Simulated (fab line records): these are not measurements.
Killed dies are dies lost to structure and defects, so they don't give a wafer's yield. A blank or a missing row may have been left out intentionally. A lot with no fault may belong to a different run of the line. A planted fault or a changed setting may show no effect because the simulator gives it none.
fab line records	flow nand_harc
record: lots: 15	wafers: 42	last_day: 24
route steps=1159 shown A_STAIRCASE@599
lots that met no fault: from a run of the same line without faults
start_h: start of the lot's first displayed wafer, in hours after the record's first day	wait_h: how many hours have passed since the lot's step before this one	" unchanged from the row above	L1.1+2: several wafers, shown together as one row	- no value, or no start given	* or withheld: withheld	< > ~ a bound
route shown NAME@n: names a module that has steps shown in the file, with the first one's number in the route	usual: mean/standard deviation of fault-free wafers	same: alike in all rows	chamber/n: place in a boat	sites: readings site by site	_std_site: standard deviation across them	_edge_site: the outer-site mean with the inner-site mean subtracted	radius_mm: for every site, how far away it sits from the centre of the wafer	mask NAME#n: copy n	behind: the last tool/chamber to shape the wafer	hold: why the lot went on hold/how many hours it stayed there/how the hold came to an end	device: names the non-switching transistor (n, p or np)	end of line: the same wafers' tests at the end of the route	a step given without rows: its recipe and nothing more	killed: dies that structure and defects cost at the first sort, which is not the same as the wafer's yield	map: the dies of a wafer, with x for killed, . for not killed, _ for no die there
set.NAME: the setting as run; set.NAME@STEP: as run at that earlier step	model.NAME: the simulator's own value behind a step, which no gauge read
one table for each step of the route and one row for each wafer, over a sample of lots
services: when a tool's chamber went out of use (start_h, in hours from the record's first day, below 0 if earlier), for how many hours, and the reason
== steps ==
step: NHARC_A_STAIRCASE_STRIP_205
recipe: power_w: 1500	temp_c: 250	chemistry: O2
usual: drypump_motor_current_A: 5.5/0.35	heater_power_w: 323/34
lot.wafer	tool	chamber	start_h	wait_h	drypump_motor_current_A	heater_power_w	rf_hours_counter_h
L475.4	plasma_asher-01	0	256.28	0.2	5.0	336	-
L475.5	"	0	"	"	5.0	330	-
L475.6	"	1	"	"	5.2	262	-
L476.1	plasma_asher-02	1	259.30	0.4	5.8	345	21
L476.3	"	0	"	"	5.8	331	-
L476.4	"	1	"	"	5.8	344	-
L477.2	plasma_asher-02	1	259.65	0.1	5.8	354	21
L477.1	"	0	"	"	5.8	343	21
L477.6	"	0	"	"	5.8	340	-
L478.2	plasma_asher-02	1	265.15	0.1	5.8	343	23
L478.1	"	0	"	"	5.8	341	23
L478.5	"	1	"	"	5.8	351	-
L480.3	plasma_asher-01	0	299.26	0.2	4.9	341	-
L480.5	"	1	"	"	5.2	258	-
L480.6	"	0	"	"	5.0	347	-
L481.2	plasma_asher-02	1	299.38	0.3	5.8	344	32
L481.4	"	0	"	"	5.8	334	-
L481.6	"	0	"	"	5.8	338	-
L482.1	plasma_asher-01	0	302.30	0.1	5.0	344	5
L482.4	"	0	"	"	5.0	349	-
L482.5	"	1	"	"	5.2	263	-
L485.1	plasma_asher-01	0	304.90	0.1	5.0	349	6
L485.3	"	0	"	"	5.0	348	-
L485.6	"	1	"	"	5.2	264	-
L486.2	plasma_asher-01	0	324.30	0.2	5.0	336	14
L486.1	"	1	"	"	5.2	271	14
L486.6	"	0	"	"	5.0	344	-
L489.2	plasma_asher-02	0	346.42	0.2	5.8	334	51
L489.1	"	1	"	"	5.8	339	51
L488.2	plasma_asher-02	0	350.43	0.2	5.8	341	52
L488.1	"	1	"	"	5.8	351	52
L490.1	plasma_asher-02	0	354.09	0.1	5.8	347	54
L490.3	"	1	"	"	5.8	353	-
L495.1	plasma_asher-01	1	363.52	1.1	5.2	253	30
L495.4	"	0	"	"	5.0	350	-
L495.3	"	1	"	"	5.2	267	-
L496.2	plasma_asher-02	1	372.08	0.1	5.8	332	0
L496.4	"	1	"	"	5.8	324	-
L496.6	"	1	"	"	5.8	328	-
L497.2	plasma_asher-02	0	372.67	0.1	5.8	349	1
L497.4	"	1	"	"	5.8	333	-
L497.5	"	0	"	"	5.8	346	-
step: NHARC_A_STAIRCASE_TRIM_222
recipe: time_s: 211.2	o2_flow_sccm: 500	ar_flow_sccm: 0	bias_w: 0	chemistry: O2
usual: drypump_motor_current_A: 6.0/0.5	oes_product_au: 1.002/0.0068	rf_vpp_V: 57.7/0.87	showerhead_plenum_p_Torr: 3.50/0.18	throttle_valve_pct: 17.036/0.0091
lot.wafer	tool	chamber	start_h	wait_h	drypump_motor_current_A	oes_product_au	rf_hours_counter_h	rf_vpp_V	showerhead_plenum_p_Torr	throttle_valve_pct
L475.4	rie_diel-03	0	-	-	5.3	0.991	15	57.1	3.29	17.042
L475.6	"	0	"	"	5.3	1.005	-	57.9	3.29	17.038
L475.5	"	1	"	"	6.4	1.002	-	56.7	3.33	17.034
L476.1	rie_diel-03	3	-	-	6.5	1.004	15	56.2	3.71	17.018
L476.4	"	1	"	"	6.4	1.005	17	56.8	3.33	17.021
L476.3	"	2	"	"	6.7	0.997	14	57.5	3.51	17.032
L477.1	rie_diel-11	1	-	-	5.5	0.995	25	57.0	3.41	17.046
L477.2	"	2	"	"	5.4	0.996	24	58.5	3.64	17.055
L477.6	"	3	"	"	5.4	1.005	-	58.0	3.28	17.038
L478.2	rie_diel-04	0	-	-	5.9	1.009	55	58.5	3.60	17.042
L478.1	"	2	"	"	5.6	1.000	58	57.6	3.30	17.021
L478.5	"	3	"	"	6.0	0.997	-	58.0	3.70	17.039
L480.3	rie_diel-04	0	-	-	6.0	1.006	2	56.8	3.60	17.041
L480.5	"	1	"	"	6.2	1.011	-	57.7	3.81	17.037
L480.6	"	3	"	"	6.1	0.992	-	57.2	3.70	17.035
L481.2	rie_diel-04	3	-	-	6.1	0.998	2	58.6	3.70	17.034
L481.4	"	3	"	"	6.1	1.003	-	57.7	3.70	17.027
L481.6	"	0	"	"	5.9	1.015	-	59.0	3.60	17.047
L482.1	rie_diel-11	1	-	-	5.5	0.996	39	56.9	3.40	17.041
L482.4	"	3	"	"	5.4	1.004	39	57.1	3.27	17.034
L482.5	"	2	"	"	5.4	0.986	-	59.7	3.63	17.018
L485.1	rie_diel-03	1	-	-	6.4	1.004	31	57.0	3.33	17.035
L485.3	"	0	"	"	5.3	1.007	34	57.5	3.28	17.037
L485.6	"	2	"	"	6.8	0.999	-	57.9	3.50	17.023
L486.1	rie_diel-04	1	-	-	6.1	0.987	14	57.6	3.80	17.057
L486.2	"	2	"	"	5.6	1.001	9	58.2	3.29	17.035
L486.6	"	0	"	"	6.0	1.011	-	59.2	3.59	17.036
L489.2	rie_diel-11	2	-	-	5.4	0.992	55	59.6	3.62	17.022
L489.1	"	1	"	"	5.5	0.993	55	57.0	3.39	17.022
L488.1	rie_diel-04	0	-	-	6.0	1.010	21	58.9	3.59	17.051
L488.2	"	2	"	"	5.6	1.008	18	58.4	3.28	17.036
L490.3	rie_diel-11	3	-	-	5.4	1.011	56	57.5	3.26	17.043
L490.1	"	1	"	"	5.5	1.005	58	58.8	3.39	17.042
L495.1	rie_diel-03	0	-	-	5.2	1.007	55	57.9	3.27	17.028
L495.3	"	2	"	"	6.7	1.006	56	57.6	3.49	17.041
L495.4	"	3	"	"	6.4	1.009	54	58.1	3.69	17.041
L496.4	rie_diel-03	2	-	-	6.8	1.016	61	56.8	3.48	17.036
L496.2	"	3	"	"	6.4	1.003	59	58.5	3.69	17.026
L496.6	"	3	"	"	6.4	1.011	-	59.0	3.69	17.033
L497.4	rie_diel-03	0	-	-	5.3	0.995	60	56.4	3.27	17.038
L497.2	"	1	"	"	6.4	0.991	58	58.1	3.31	17.029
L497.5	"	0	"	"	5.3	1.003	-	56.5	3.27	17.033
step: NHARC_A_STAIRCASE_TRIM_224
recipe: time_s: 211.2	o2_flow_sccm: 500	ar_flow_sccm: 0	bias_w: 0	chemistry: O2
usual: drypump_motor_current_A: 6.0/0.5	oes_product_au: 1.001/0.0073	rf_vpp_V: 57.9/0.9	showerhead_plenum_p_Torr: 3.50/0.18	throttle_valve_pct: 17.036/0.0087
lot.wafer	tool	chamber	start_h	wait_h	drypump_motor_current_A	oes_product_au	rf_hours_counter_h	rf_vpp_V	showerhead_plenum_p_Torr	throttle_valve_pct
L475.4	rie_diel-03	0	-	-	5.3	1.011	16	58.7	3.29	17.040
L475.6	"	1	"	"	6.4	0.996	-	57.5	3.33	17.037
L475.5	"	2	"	"	6.7	1.011	-	57.3	3.51	17.036
L477.1	rie_diel-11	2	-	-	5.4	1.007	25	58.9	3.64	17.047
L477.2	"	3	"	"	5.5	1.000	23	58.0	3.28	17.038
L477.6	"	1	"	"	5.5	1.010	-	56.8	3.41	17.020
L476.3	rie_diel-03	3	-	-	6.4	1.002	16	59.1	3.71	17.032
L476.1	"	1	"	"	6.4	0.991	19	57.8	3.33	17.046
L476.4	"	2	"	"	6.7	1.011	17	59.0	3.51	17.033
L478.1	rie_diel-04	2	-	-	5.6	1.008	58	57.8	3.30	17.051
L478.2	"	0	"	"	5.9	1.007	55	58.5	3.60	17.037
L478.5	"	2	"	"	5.6	1.007	-	58.4	3.30	17.043
L480.3	rie_diel-04	0	-	-	6.0	1.008	2	57.2	3.60	17.037
L480.5	"	0	"	"	6.0	1.012	-	57.3	3.60	17.039
L480.6	"	1	"	"	6.1	1.009	-	59.1	3.81	17.026
L481.2	rie_diel-04	1	-	-	6.2	1.013	3	57.6	3.81	17.024
L481.6	"	1	"	"	6.2	0.997	-	58.7	3.81	17.037
L481.4	"	3	"	"	6.1	1.002	-	58.1	3.70	17.045
L482.1	rie_diel-11	0	-	-	6.5	1.004	37	58.4	3.58	17.039
L482.4	"	1	"	"	5.5	0.995	40	58.5	3.40	17.037
L482.5	"	0	"	"	6.5	1.012	-	56.6	3.58	17.035
L485.3	rie_diel-03	2	-	-	6.7	1.012	32	57.5	3.50	17.029
L485.1	"	3	"	"	6.4	1.005	31	57.4	3.70	17.037
L485.6	"	1	"	"	6.4	0.988	-	57.0	3.33	17.046
L486.1	rie_diel-04	3	-	-	6.1	1.003	12	59.5	3.69	17.034
L486.2	"	0	"	"	6.0	1.001	13	57.8	3.59	17.034
L486.6	"	3	"	"	6.1	1.008	-	57.2	3.69	17.039
L489.1	rie_diel-11	0	-	-	6.5	1.007	51	58.8	3.57	17.045
L489.2	"	1	"	"	5.5	0.999	55	56.3	3.39	17.035
L488.2	rie_diel-04	3	-	-	6.1	0.995	19	57.4	3.69	17.036
L488.1	"	0	"	"	5.9	1.003	21	57.0	3.59	17.041
L490.1	rie_diel-11	1	-	-	5.5	1.014	59	58.1	3.39	17.035
L490.3	"	2	"	"	5.4	0.999	60	57.9	3.62	17.038
L495.3	rie_diel-03	1	-	-	6.4	1.005	53	57.8	3.31	17.034
L495.1	"	3	"	"	6.4	0.992	54	58.7	3.69	17.035
L495.4	"	0	"	"	5.3	0.991	55	56.9	3.27	17.041
L496.4	rie_diel-03	0	-	-	5.3	0.992	59	58.8	3.27	17.026
L496.2	"	1	"	"	6.4	0.997	58	57.9	3.31	17.037
L496.6	"	3	"	"	6.4	0.993	-	58.4	3.69	17.029
L497.4	rie_diel-03	1	-	-	6.4	0.995	58	58.2	3.31	17.036
L497.2	"	2	"	"	6.8	0.999	62	57.4	3.48	17.040
L497.5	"	1	"	"	6.4	0.984	-	55.8	3.31	17.043
step: NHARC_A_STAIRCASE_TRIM_235
recipe: time_s: 211.2	o2_flow_sccm: 500	ar_flow_sccm: 0	bias_w: 0	chemistry: O2
usual: drypump_motor_current_A: 5.9/0.48	oes_product_au: 1.003/0.0079	rf_vpp_V: 57.7/0.93	showerhead_plenum_p_Torr: 3.49/0.17	throttle_valve_pct: 17.037/0.0092
lot.wafer	tool	chamber	start_h	wait_h	drypump_motor_current_A	oes_product_au	rf_hours_counter_h	rf_vpp_V	showerhead_plenum_p_Torr	throttle_valve_pct
L475.4	rie_diel-03	1	260.09	-	6.4	1.003	16	56.6	3.33	17.035
L475.6	"	0	"	"	5.3	1.001	-	56.1	3.29	17.030
L475.5	"	1	"	"	6.4	1.002	-	57.7	3.33	17.030
L477.1	rie_diel-11	0	263.19	-	6.6	0.994	23	58.8	3.59	17.031
L477.2	"	1	"	"	5.5	0.993	25	57.4	3.41	17.038
L477.6	"	3	"	"	5.4	0.993	-	57.6	3.28	17.054
L476.1	rie_diel-03	3	264.81	-	6.4	1.001	17	56.7	3.71	17.035
L476.3	"	1	"	"	6.4	0.996	20	56.4	3.33	17.025
L476.4	"	2	"	"	6.8	1.002	17	58.5	3.51	17.018
L478.2	rie_diel-04	1	269.09	-	6.1	1.007	57	57.6	3.27	17.038
L478.1	"	0	"	"	6.0	1.004	56	60.2	3.60	17.041
L478.5	"	2	"	"	5.6	1.013	-	57.1	3.30	17.041
L480.3	rie_diel-03	1	302.87	-	6.4	0.994	30	55.8	3.33	17.028
L480.5	"	1	"	"	6.4	1.003	-	57.6	3.33	17.028
L480.6	"	2	"	"	6.8	1.009	-	57.4	3.50	17.054
L481.4	rie_diel-11	3	303.12	-	5.5	1.002	38	58.3	3.27	17.038
L481.2	"	0	"	"	6.5	1.014	36	57.9	3.58	17.022
L481.6	"	1	"	"	5.5	1.006	-	57.7	3.40	17.058
L482.4	rie_diel-04	1	305.51	-	6.2	0.996	4	56.9	3.81	17.027
L482.1	"	3	"	"	6.1	0.988	4	58.6	3.69	17.048
L482.5	"	2	"	"	5.6	0.999	-	56.9	3.29	17.043
L485.1	rie_diel-11	2	308.29	-	5.4	0.999	42	58.8	3.63	17.030
L485.3	"	3	"	"	5.4	1.000	40	58.1	3.27	17.027
L485.6	"	2	"	"	5.4	1.001	-	58.3	3.63	17.044
L486.2	rie_diel-04	3	327.69	-	6.1	1.006	13	58.0	3.69	17.033
L486.1	"	1	"	"	6.2	1.015	14	57.6	3.80	17.024
L486.6	"	3	"	"	6.0	1.004	-	59.1	3.69	17.033
L489.2	rie_diel-11	1	350.13	-	5.5	1.319	56	57.9	3.39	17.034
L489.1	"	3	"	"	5.5	1.335	52	57.2	3.27	17.025
L488.2	rie_diel-11	2	355.96	-	5.4	1.315	59	57.7	3.62	17.053
L488.1	"	3	"	"	5.5	1.320	56	58.2	3.26	17.034
L490.1	rie_diel-11	0	357.77	-	6.5	1.300	55	58.2	3.57	17.037
L490.3	"	1	"	"	5.5	0.999	59	57.2	3.39	17.032
L495.3	rie_diel-03	1	367.01	-	6.4	1.003	54	57.6	3.31	17.033
L495.4	"	2	"	"	6.7	1.008	57	57.0	3.49	17.034
L495.1	"	3	"	"	6.4	0.999	55	57.0	3.69	17.045
L496.4	rie_diel-03	2	375.64	-	6.8	1.000	62	59.2	3.48	17.041
L496.2	"	1	"	"	6.4	1.008	59	56.2	3.31	17.036
L496.6	"	3	"	"	6.4	1.001	-	58.1	3.69	17.044
L497.4	rie_diel-04	1	376.37	-	6.2	1.002	35	58.9	3.79	17.040
L497.2	"	2	"	"	5.6	1.006	30	54.9	3.28	17.039
L497.5	"	1	"	"	6.2	0.999	-	58.6	3.79	17.040
== services ==
tool	chamber	start_h	hours	kind
rie_diel-11	-	233.68	0.6	repair
rie_diel-03	0	248.93	-	clean
rie_diel-03	1	248.93	-	clean
rie_diel-03	2	248.93	-	clean
rie_diel-03	3	248.93	-	clean
rie_diel-11	-	266.91	0.6	repair
rie_diel-03	1	267.09	5.7	repair
rie_diel-03	0	273.43	-	clean
rie_diel-03	1	273.43	-	clean
rie_diel-03	2	273.43	-	clean
rie_diel-03	3	273.43	-	clean
rie_diel-03	1	273.67	5.0	repair
plasma_asher-01	-	276.65	9.0	pm
rie_diel-04	-	289.30	9.0	pm
rie_diel-03	0	298.37	-	clean
rie_diel-03	1	298.37	-	clean
rie_diel-03	2	298.37	-	clean
rie_diel-03	3	298.37	-	clean
rie_diel-11	0	304.69	1.6	repair
rie_diel-03	0	322.87	-	clean
rie_diel-03	1	322.87	-	clean
rie_diel-11	3	334.96	3.5	repair
plasma_asher-02	-	360.17	9.0	pm
rie_diel-11	-	366.50	9.0	pm
== key ==
first_sign: step: NHARC_A_STAIRCASE_TRIM_235	reading: oes_product_au	direction: up	sigmas: 40	usual: 1.003	struck: 1.318
effect none on later readings
met_at NHARC_A_STAIRCASE_TRIM_235
struck_lots L488,L489,L490
struck_wafers L488.1,L488.2,L489.1,L489.2,L490.1
later_rows_left_out L488.1,L488.2,L489.1,L489.2,L490.1
sort_left_out L488.1,L488.2,L489.1,L489.2,L490.1
tester_left_out L488,L489,L490
not_acting_at NHARC_A_STAIRCASE_STRIP_205,NHARC_A_STAIRCASE_TRIM_222,NHARC_A_STAIRCASE_TRIM_224
onset_between 308.29 350.13
fault: kind: process_parameter_drift	tool: rie_diel-11	chamber: -	onset_h: 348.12	steps: NHARC_A_STAIRCASE_TRIM_235	channel: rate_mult	offset: 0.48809	shape: step	end_h: 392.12	scope: struck_wafers_only
tester_left_out: of these lots the tester's yield and bins aren't shown, on N5 and GAA mostly nor the transistor test; their killed dies are dies lost to structure and defects alone, not to doping, threshold or leakage, so they don't give the yield
sort_left_out: the simulated sort isn't trusted on such a fault, so these wafers' sort isn't shown, and their yield isn't known
later_rows_left_out: the simulator's readings of these wafers behind a module that went badly wrong aren't trusted and aren't shown, but for the sort
